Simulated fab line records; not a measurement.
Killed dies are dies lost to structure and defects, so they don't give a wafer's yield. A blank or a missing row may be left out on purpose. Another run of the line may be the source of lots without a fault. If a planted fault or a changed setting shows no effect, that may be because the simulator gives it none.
2 desks, one fault | flow n5 finfet | what lay behind the numbers comes last; until then each desk has only its own

== FROM THE METROLOGY DESK ==
Lot by lot, what the gauges showed, no matter which tool ran the lot: averages of those sampled wafers that carry a number. A lot is out of limits, marked OUT, if its mean lies more than 4 standard deviations from the usual mean; the brackets give that distance. Readings shown: 7 of its 10, picked as those furthest out on some lot.
Columns: A = DIBL_N at N5_BEOL_M4_RC_MEAS_101, usual 36.3 mV/V; B = DIBL_P at N5_BEOL_M4_RC_MEAS_101, usual 36.3 mV/V; C = IOFF_P at N5_BEOL_M4_RC_MEAS_101, usual 0.22 nA/um; D = ION_N at N5_BEOL_M4_RC_MEAS_101, usual 675 uA/um; E = ION_P at N5_BEOL_M4_RC_MEAS_101, usual 465 uA/um; F = SS_P at N5_BEOL_M4_RC_MEAS_101, usual 73.3 mV/dec; G = VT_P at N5_BEOL_M4_RC_MEAS_101, usual -249 mV
lot  | first seen here | A    | B    | C    | D   | E   | F    | G
L571 | day 8 02:21     | 36.4 | 37.4 | 0.21 | 673 | 463 | 72.8 | -251
L573 | day 8 19:53     | 35.0 | 34.9 | 0.17 | 665 | 454 | 72.1 | -254
L572 | day 9 11:22     | 37.1 | 37.8 | 0.24 | 683 | 470 | 73.9 | -248
L580 | day 10 16:16    | 34.7 | 36.4 | 0.24 | 683 | 471 | 72.6 | -247
L579 | day 11 08:04    | 37.7 | 36.2 | 0.24 | 681 | 469 | 73.5 | -246
L584 | day 11 12:14    | 34.2 | 34.4 | 0.18 | 677 | 462 | 73.2 | -254
L586 | day 12 20:43    | 37.1 | 37.0 | 0.22 | 676 | 467 | 72.9 | -249
L588 | day 13 11:38    | 34.9 | 34.4 | 0.23 | 679 | 470 | 73.5 | -248
L592 | day 14 03:20    | 36.7 | 36.2 | 0.24 | 688 | 476 | 74.0 | -248
Result from this desk: across the 9 lots, nothing is out of limits.

== TOOL OWNER'S DESK, rie diel-04 ==
The tool's own readings at N5_FIN_CUT_STRIP_22 (strips in N2/H2): means of the sampled wafers that have a number, for each lot that ran on this tool. A lot is out of limits, marked OUT, if its mean lies more than 4 standard deviations from the usual mean; the brackets give that distance.
Columns: A = drypump motor current A at N5_FIN_CUT_STRIP_22, usual 5.8 A; B = oes product au at N5_FIN_CUT_STRIP_22, usual 0.74 a.u.; C = power w at N5_FIN_CUT_STRIP_22, usual 500.0 W; D = rf vpp V at N5_FIN_CUT_STRIP_22, usual 53.8 V; E = showerhead plenum p Torr at N5_FIN_CUT_STRIP_22, usual 3.33 Torr; F = throttle valve pct at N5_FIN_CUT_STRIP_22, usual 19.01 %
lot  | first seen here | A   | B    | C               | D    | E    | F
L571 | day 2 08:49     | 6.3 | 0.79 | 500.2           | 53.0 | 3.23 | 19.15
L572 | day 2 10:37     | 6.1 | 0.78 | 499.4           | 52.2 | 3.37 | 18.86
L579 | day 4 04:30     | 6.1 | 0.75 | 535.5 (+25) OUT | 52.4 | 3.26 | 18.98
L580 | day 4 11:42     | 6.1 | 0.77 | 534.6 (+25) OUT | 54.8 | 3.36 | 18.90
This desk's finding: out of limits on L579, L580; first on L579, day 4 04:30 (power w at N5_FIN_CUT_STRIP_22). Within limits: L571, L572.

== PUT TOGETHER ==
On L579, L580, at day 4 04:30, an alarm was possible from the tool owner's desk.
From the metrology desk's view, nothing was out of limits.
The metrology desk has L579, L580 on record, within its limits.
The lots listed all ran N5_FIN_CUT_STRIP_22 on rie diel-04.

== WHAT THE SIMULATOR PUT IN ==
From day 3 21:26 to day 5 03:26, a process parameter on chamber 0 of rie diel-04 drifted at N5_FIN_CUT_STRIP_22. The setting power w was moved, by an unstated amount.
Shown lots that were struck: L579, L580.
Time in hours from fault onset to the first out-of-limits reading at each desk: the tool owner's desk, 7.
